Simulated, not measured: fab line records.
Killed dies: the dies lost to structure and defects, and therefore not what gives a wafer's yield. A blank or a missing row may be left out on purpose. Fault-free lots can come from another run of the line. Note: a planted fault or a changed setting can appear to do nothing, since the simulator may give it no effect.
Struck lot and sound lot, side by side -- flow nand_harc -- 16 out of 1302 route steps
Sound: wafers L223.1, L223.2, L223.6. Wafers L230.2, L230.5, L230.6 were the ones struck. The cause is named last.
Per side, at each step with rows, come the tool, then ch with its chambers, and then its first start. Under that, the readings that differ: sound wafers -- struck wafers -- difference of the means -- sigmas: that difference in standard deviations of wafers without a fault.
alike: readings whose means differ by less than 2 such deviations, and words and numbers that are the same on both sides. not compared: withheld readings, readings that some wafer has no value for, bounds like >300 that may hide the same value, and numbers for which the record gives no deviation and whose values overlap.
The two part at a step that has a row with sigmas, a row that says differs or no value, or rows on one side only. Non-overlapping numbers with no deviation appear without sigmas and do not part them. A reading that every wafer of one side lacks parts them only if that side has two wafers or more.

first, 4 steps without rows for these wafers: NHARC_A_ZERO_WELL_EBR_06; NHARC_A_ZERO_WELL_EXPOSE_07 (exposes mask A ZERO); NHARC_A_ZERO_WELL_PEB_08 (peb time 80 s); NHARC_A_ZERO_WELL_DEVELOP_09 (time 50 s).
NHARC_A_ZERO_WELL_CD_MEAS_10: the cd target is 2000 nm.
  sound on cd_sem-03 ch 0, day 9 06:03; struck on cd_sem-02 ch 0, day 12 01:44
  alike: cd_nm
then, 1 step without rows for these wafers: NHARC_A_ZERO_WELL_HARDBAKE_11 (time 65 s).
NHARC_A_ZERO_WELL_DESCUM_12: chemistry O2, time 3 s.
  sound on rie_diel-11 ch 0,1,3, day 9 06:16; struck on rie_diel-13 ch 0,1, day 12 01:53
  alike: drypump_motor_current_A, oes_product_au, rf_vpp_V, showerhead_plenum_p_Torr, throttle_valve_pct
  not compared: rf_hours_counter_h
NHARC_A_ZERO_WELL_ETCH_19: etches the open film in N2/H2, target depth 80 nm, overetch 24 nm, time 87.88 s.
  sound on rie_diel-11 ch 0,2,3, day 9 06:25; struck on rie_diel-13 ch 0,1, day 12 01:58
  alike: drypump_motor_current_A, n2_flow_sccm, oes_product_au, rf_vpp_V, showerhead_plenum_p_Torr, throttle_valve_pct
  not compared: rf_hours_counter_h
NHARC_A_ZERO_WELL_ETCH_13: etches the open film in HBr/Cl2, target depth 120 nm, time 40.1 s.
  sound on rie_si-03 ch 0,1,3, day 9 06:31; struck on rie_si-04 ch 0,2,3, day 12 02:08
  alike: drypump_motor_current_A, oes_product_au, throttle_valve_pct
  not compared: rf_hours_counter_h
then, 2 steps without rows for these wafers: NHARC_A_ZERO_WELL_STRIP_14 (strips in SPM, time 900 s); NHARC_A_ZERO_WELL_IMPLANT_15.
NHARC_A_ZERO_WELL_PRECLEAN_22: cleans in SC1, time 60 s.
  sound on wet_bench-05 ch 1,2,6, day 9 07:17; struck on wet_bench-06 ch 5,6,7, day 12 02:53
  alike: sc1_h2o2_end_mol_l
following that, these wafers have no rows for 1 step: NHARC_A_ZERO_WELL_SRD_23.
NHARC_A_ZERO_WELL_RTA_16: time 10 s.
  sound on rtp_anneal-01 ch 0, day 9 07:25; struck on rtp_anneal-01 ch 0, day 12 03:01
  alike: lamp_power_pct, wafer_temp_C_max
NHARC_A_ZERO_WELL_INSPECT_17:
  sound on defect_inspect-02 at day 9 07:37; struck on defect_inspect-01 at day 12 03:22
reading,sound,struck,difference,sigmas
raw_defect_count,8 10 27,477 473 522,+476,+77
  not compared: hold
NHARC_END_SORT_01:
  the record has rows for the sound wafers here (prober-01 ch 0, day 26 04:27) and none for the struck ones

WHERE THEY PART
Earliest at NHARC_A_ZERO_WELL_INSPECT_17; latest, in this record, at NHARC_END_SORT_01.

WHY: what had been put in by the simulator
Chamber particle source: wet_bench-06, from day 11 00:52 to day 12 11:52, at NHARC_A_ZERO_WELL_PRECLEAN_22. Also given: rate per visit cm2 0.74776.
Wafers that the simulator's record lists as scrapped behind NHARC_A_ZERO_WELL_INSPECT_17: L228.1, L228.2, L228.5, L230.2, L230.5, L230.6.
